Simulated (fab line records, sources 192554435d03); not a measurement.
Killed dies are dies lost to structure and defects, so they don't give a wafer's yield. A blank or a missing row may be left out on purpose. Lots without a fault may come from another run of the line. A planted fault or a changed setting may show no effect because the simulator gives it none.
Problem report in the 8D (eight disciplines) form, filled by code | flow n5_finfet | the parts of the form that need people (team, actions taken, sign-off) are left out

1. THE PROBLEM
trench_depth_nm at N5_BEOL_M12_OCD_MEAS_35 reads a mean of 357 nm on 1 wafer of 1 lot; wafers without a fault read 321 nm with a standard deviation of 3.9. That is +9.2 standard deviations from the usual mean.
First seen on wafer L790.4, day 14 21:15, on ocd-01. The record holds 18 wafers of 6 lots with a number at this step. Rule for "out", or "out of limits": more than 4 standard deviations from the usual mean. The other wafers with a number count as sound.

2. WHAT IT IS AND WHAT IT IS NOT
question                    | is                | is not
which readings at this step | trench_depth_nm   | -
which lots                  | L790              | L786, L791, L798, L799, L800
which wafers of those lots  | L790.4            | L790.1, L790.5
read on which gauges        | ocd-01            | ocd-02
when                        | from day 14 21:15 | up to then (8 sound wafers); but 9 sound wafers of L798, L799, L800 came after

3. SUSPECTS, AND WHAT RULES EACH OUT
Counting: a tool at a process step up to the reading stays a suspect if it ran every lot that is out. Sound lots after the first of them don't rule it out here, since some wafers of a struck lot are sound.
- the gauge at N5_BEOL_M12_OCD_MEAS_35: ruled out. All the wafers that are out were read on ocd-01, but those of them that N5_BEOL_M12_THK_MEAS_50 has rows for are out there too, on other tools.
- plasma_asher-01 at N5_BEOL_M12_STRIP_63 (strips in N2/H2): kept. It ran the lot that is out, L790 (day 14 20:07); its last sound lot up to then is L786 (day 13 01:58).
- rie_diel-05 at N5_BEOL_M12_ETCH_67 (etches SiARC in CF4, target depth 143 nm, time 238.3 s): kept. It ran the lot that is out, L790 (day 14 20:46); its last sound lot up to then is L791 (day 14 16:15).
- rie_diel-05 at N5_BEOL_M12_TRENCH_ETCH_34 (etches SiOC in C4F8/O2/Ar, target depth 318.95 nm, time 125.5 s): kept. It ran the lot that is out, L790 (day 14 21:06); its last sound lot up to then is L791 (day 14 16:35).
- Within rie_diel-05 at N5_BEOL_M12_ETCH_67: the wafers that are out ran in chamber 0; their sound lot-mates ran in chamber 3.
- Within rie_diel-05 at N5_BEOL_M12_TRENCH_ETCH_34: the wafers that are out ran in chamber 0; their sound lot-mates ran in chamber 3.
Left after counting: plasma_asher-01 at N5_BEOL_M12_STRIP_63, rie_diel-05 at N5_BEOL_M12_ETCH_67, rie_diel-05 at N5_BEOL_M12_TRENCH_ETCH_34.

4. THE CAUSE (what the simulator had put in)
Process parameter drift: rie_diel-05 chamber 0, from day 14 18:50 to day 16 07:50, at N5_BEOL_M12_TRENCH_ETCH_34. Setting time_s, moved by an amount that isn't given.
Counting left 3 suspects, and this tool is among them.

5. THE CHAIN OF EFFECTS, in route order
Each row: a reading whose mean over the struck wafers that have a number lies more than 3 standard deviations from the usual. Only readings for which the record gives a usual standard deviation are gone through. hours: the time from each lot's start at the first step in this table that gives one to its start at this step, as a median over the lots. sigmas: the change in usual standard deviations.
hours | step                    | reading           | usual         | on struck wafers | change  | sigmas
0     | N5_BEOL_M12_OCD_MEAS_35 | trench_depth_nm   | 321 nm        | 357              | +36     | +9.2
3     | N5_BEOL_M12_THK_MEAS_50 | M12_THK           | 319 nm        | 350              | +31     | +7.2
3     | N5_BEOL_M12_RS_MEAS_54  | M12_RS            | 0.0595 ohm/sq | 0.0535           | -0.0060 | -7.7
31    | N5_BEOL_M15_RC_MEAS_101 | SERP_M12          | 0.633 ohm/um  | 0.568            | -0.065  | -4.1
31    | N5_BEOL_M15_RC_MEAS_101 | SERP_M12_max_site | 0.646 ohm/um  | 0.573            | -0.073  | -4.6

6. WHAT WOULD HAVE CAUGHT IT SOONER
In this record the first reading out of limits at a measuring or inspecting step was taken at day 14 21:15, 2 hours after the fault began at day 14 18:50.
Of the tool readings at N5_BEOL_M12_TRENCH_ETCH_34 for which the record gives a usual standard deviation, none was out on any struck wafer, so an alarm limit of 4 standard deviations on them would not have fired.
All the lots that are out (1) had begun N5_BEOL_M12_TRENCH_ETCH_34 on rie_diel-05 by day 14 21:15. A hold on the tool at that time would have spared none of them.
